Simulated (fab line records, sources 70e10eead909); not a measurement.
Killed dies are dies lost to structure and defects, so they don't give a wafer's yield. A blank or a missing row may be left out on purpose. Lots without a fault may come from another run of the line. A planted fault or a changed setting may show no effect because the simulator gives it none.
Problem report in the 8D (eight disciplines) form, filled by code | flow nand_harc | the parts of the form that need people (team, actions taken, sign-off) are left out

1. THE PROBLEM
killed_at_array at NHARC_END_SORT_01 reads a mean of 674 on 2 wafers of 2 lots; wafers without a fault read 27 with a standard deviation of 11. That is +59 standard deviations from the usual mean.
First seen on wafer L234.1, day 23 21:36, on prober-01. The record holds 9 wafers of 3 lots with a number at this step. Rule for "out", or "out of limits": more than 4 standard deviations from the usual mean. The other wafers with a number count as sound.

2. WHAT IT IS AND WHAT IT IS NOT
question                    | is                           | is not
which readings at this step | killed_at_array, killed_dies | killed_at_other, killed_at_periphery, killed_open, killed_short
which lots                  | L234, L238                   | L228
which wafers of those lots  | L234.1, L238.5               | L234.3, L234.6, L238.4, L238.6
read on which gauges        | prober-01, prober-02         | -
when                        | from day 23 21:36            | up to then (3 sound wafers); but 4 sound wafers of L234, L238 came after

3. SUSPECTS, AND WHAT RULES EACH OUT
Counting: a tool at a process step up to the reading stays a suspect if it ran every lot that is out. Sound lots after the first of them don't rule it out here, since some wafers of a struck lot are sound.
- the gauge at NHARC_END_SORT_01: ruled out. The wafers that are out were read on 2 gauges (prober-01, prober-02).
- rie_diel-04 at NHARC_A_STAIRCASE_TRIM_12 (chemistry O2, time 211.2 s): kept. It ran every lot that is out, first L234 (day 14 19:28). Its own readings are out on those wafers: oes_product_au.
- rie_diel-08 at NHARC_A_STAIRCASE_ETCH_21 (etches the open film in C4F8/O2, target depth 100 nm, time 40.5 s): kept. It ran every lot that is out, first L234 (day 23 21:36); its last sound lot up to then is L228 (day 21 10:02). NHARC_A_STAIRCASE_ETCH_21 gives no start for some lots, so the hours and the order of its lots are those of NHARC_END_SORT_01.
- rie_diel-08 at NHARC_A_STAIRCASE_ETCH_23 (etches the open film in C4F8/O2, target depth 100 nm, time 40.5 s): kept. It ran every lot that is out, first L234 (day 23 21:36); its last sound lot up to then is L228 (day 21 10:02). NHARC_A_STAIRCASE_ETCH_23 gives no start for some lots, so the hours and the order of its lots are those of NHARC_END_SORT_01.
- Within rie_diel-04 at NHARC_A_STAIRCASE_TRIM_12: the wafers that are out ran in chamber 0; their sound lot-mates ran in chambers 2, 3.
Left after counting: rie_diel-04 at NHARC_A_STAIRCASE_TRIM_12, rie_diel-08 at NHARC_A_STAIRCASE_ETCH_21, rie_diel-08 at NHARC_A_STAIRCASE_ETCH_23.

4. THE CAUSE (what the simulator had put in)
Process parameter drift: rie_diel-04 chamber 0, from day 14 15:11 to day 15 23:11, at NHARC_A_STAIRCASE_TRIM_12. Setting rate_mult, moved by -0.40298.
Counting left 3 suspects, and this tool is among them.

5. THE CHAIN OF EFFECTS, in route order
Each row: a reading whose mean over the struck wafers that have a number lies more than 3 standard deviations from the usual. Only readings for which the record gives a usual standard deviation are gone through. hours: the time from each lot's start at the first step in this table that gives one to its start at this step, as a median over the lots. sigmas: the change in usual standard deviations.
hours | step                      | reading         | usual      | on struck wafers | change | sigmas
0     | NHARC_A_STAIRCASE_TRIM_12 | oes_product_au  | 0.997 a.u. | 0.746            | -0.251 | -36
218   | NHARC_END_SORT_01         | killed_at_array | 27         | 674              | +646   | +59
218   | NHARC_END_SORT_01         | killed_dies     | 30         | 677              | +647   | +59
The process steps in it:
- NHARC_A_STAIRCASE_TRIM_12: chemistry O2, time 211.2 s.

6. WHAT WOULD HAVE CAUGHT IT SOONER
In this record the first reading out of limits at a measuring or inspecting step was taken at day 23 21:36, 222 hours after the fault began at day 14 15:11.
The tool's own readings at NHARC_A_STAIRCASE_TRIM_12 were out on every struck wafer that the step has a row for (oes_product_au): an alarm limit on them would have fired on the first of those.
All the lots that are out (2) had begun NHARC_A_STAIRCASE_TRIM_12 on rie_diel-04 by day 23 21:36. A hold on the tool at that time would have spared none of them.
